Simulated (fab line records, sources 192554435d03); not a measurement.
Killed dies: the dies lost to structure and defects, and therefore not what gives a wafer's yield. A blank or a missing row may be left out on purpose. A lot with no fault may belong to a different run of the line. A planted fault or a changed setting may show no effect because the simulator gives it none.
Struck lot and sound lot, side by side || flow n5-finfet || 14 steps out of a route of 1938
Sound: wafers L248.2, L248.4, L248.5. Struck: wafers L251.2, L251.3, L251.6. At the end, the cause is stated.
Per side, at each step with rows, come the tool, then ch with its chambers, and then its first start. Under that, the readings that differ: sound wafers || struck wafers || difference of the means || sigmas: that difference in standard deviations of wafers without a fault.
alike: a reading whose means differ by less than 2 such deviations, as well as words and numbers matching on both sides. not compared: withheld readings; readings where some wafer has no value; bounds like >300 that might hide an equal value; numbers whose values overlap and for which the record gives no deviation.
Wherever a step has rows on one side only, a row that says differs or no value, or a row with sigmas, the two part there. Non-overlapping numbers with no deviation appear without sigmas and do not part them. Lack of a reading on every wafer of one side parts them only where that side has two or more wafers.

first, 3 steps without rows for these wafers: N5_BEOL_M5_EXPOSE_25 (exposes mask V4, defocus 10 nm); N5_BEOL_M5_PEB_26 (peb time 60 s); N5_BEOL_M5_DEVELOP_27 (develop time 30 s).
N5_BEOL_M5_CD_MEAS_28: target cd 30.6 nm, target cd y 20 nm.
  sound on cd-sem-03 ch 0, day 9 21:53; struck on cd-sem-02 ch 0, day 11 03:21
  alike: cd-nm
N5_BEOL_M5_OVL_MEAS_29:
  sound on overlay-02 ch 0, day 9 21:56; struck on overlay-01 ch 0, day 11 03:23
  alike: V4_OVL
N5_BEOL_M5_INSPECT_30: inspects for defects (brightfield).
  sound: defect-inspect-02 at day 9 21:59; struck: defect-inspect-01 at day 11 03:27
  alike: raw-defect-count
N5_BEOL_M5_DESCUM_33: chemistry O2, time 7 s.
  sound on rie-diel-05 ch 1,2, day 9 22:01; struck on rie-diel-05 ch 0,2,3, day 11 03:29
  alike: drypump-motor-current-A, oes-product-au, rf-vpp-V, showerhead-plenum-p-Torr, throttle-valve-pct
  not compared: rf-hours-counter-h
N5_BEOL_M5_ETCH_75: etches underlayer in N2/H2, target depth 6.5 nm, time 5.2 s.
  sound on rie-diel-05 ch 1,2, day 9 22:03; struck on rie-diel-05 ch 0,2,3, day 11 03:31
  alike: bias-w, drypump-motor-current-A, etch-rf-on-time-s, oes-product-au, rf-fwd-power-W, rf-vpp-V, showerhead-plenum-p-Torr, throttle-valve-pct
  not compared: rf-hours-counter-h
N5_BEOL_M5_ETCH_67: etches SiARC in CF4, target depth 15.6 nm, time 26 s.
  sound on rie-diel-05 ch 1,2, day 9 22:04; struck on rie-diel-05 ch 0,2,3, day 11 03:32
  alike: bias-w, drypump-motor-current-A, etch-rf-on-time-s, oes-product-au, rf-fwd-power-W, rf-vpp-V, showerhead-plenum-p-Torr, throttle-valve-pct
  not compared: rf-hours-counter-h
N5_BEOL_M5_ETCH_68: etches SOC in N2/H2, target depth 80 nm, overetch 16 nm, time 120 s.
  sound on rie-diel-05 ch 1,2, day 9 22:05; struck on rie-diel-05 ch 0,2,3, day 11 03:34
  alike: bias-w, drypump-motor-current-A, oes-product-au, rf-fwd-power-W, rf-vpp-V, showerhead-plenum-p-Torr, throttle-valve-pct
  not compared: rf-hours-counter-h
then, 2 steps without rows for these wafers: N5_BEOL_M5_STRIP_69 (strips in N2/H2); N5_BEOL_M5_STRIP_76 (strips in N2/H2).
N5_BEOL_M5_VIA_ETCH_34: etches SiCOH lowk in C4F6/O2, target depth 88.3 nm, time 39.2 s.
  sound on rie-diel-05 ch 1,2, day 9 22:11; struck on rie-diel-05 ch 0,2,3, day 11 03:40
{"reading": "rf-fwd-power-W (W)", "sound": "341.0 340.8 341.5", "struck": "259.4 257.6 258.3", "difference": -82.7, "sigmas": -55}
{"reading": "rf-vpp-V (V)", "sound": "669 657 669", "struck": "759 766 773", "difference": "+101", "sigmas": "+10"}
{"reading": "model.etch.depth-nm (nm)", "sound": "84.25 88.83 84.13", "struck": "79.34 80.39 77.94", "difference": -6.51, "sigmas": ""}
{"reading": "model.SOC_of_BEOL_M5_COAT_65.thk-nm (nm)", "sound": "56 55.8 56", "struck": "56.4 56.2 56.4", "difference": "+0.4", "sigmas": ""}
  alike: bias-w, drypump-motor-current-A, oes_f_703_au, oes-product-au, showerhead-plenum-p-Torr, throttle-valve-pct
  not compared: rf-hours-counter-h
then, 1 step without rows for these wafers: N5_BEOL_M5_STRIP_85 (strips in C4F6/O2).

== WHERE THEY PART ==
N5_BEOL_M5_VIA_ETCH_34 only, going by this record.

WHY: what the simulator had put in
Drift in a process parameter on rie-diel-05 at N5_BEOL_M5_VIA_ETCH_34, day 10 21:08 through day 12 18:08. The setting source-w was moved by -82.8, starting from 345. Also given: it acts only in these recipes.
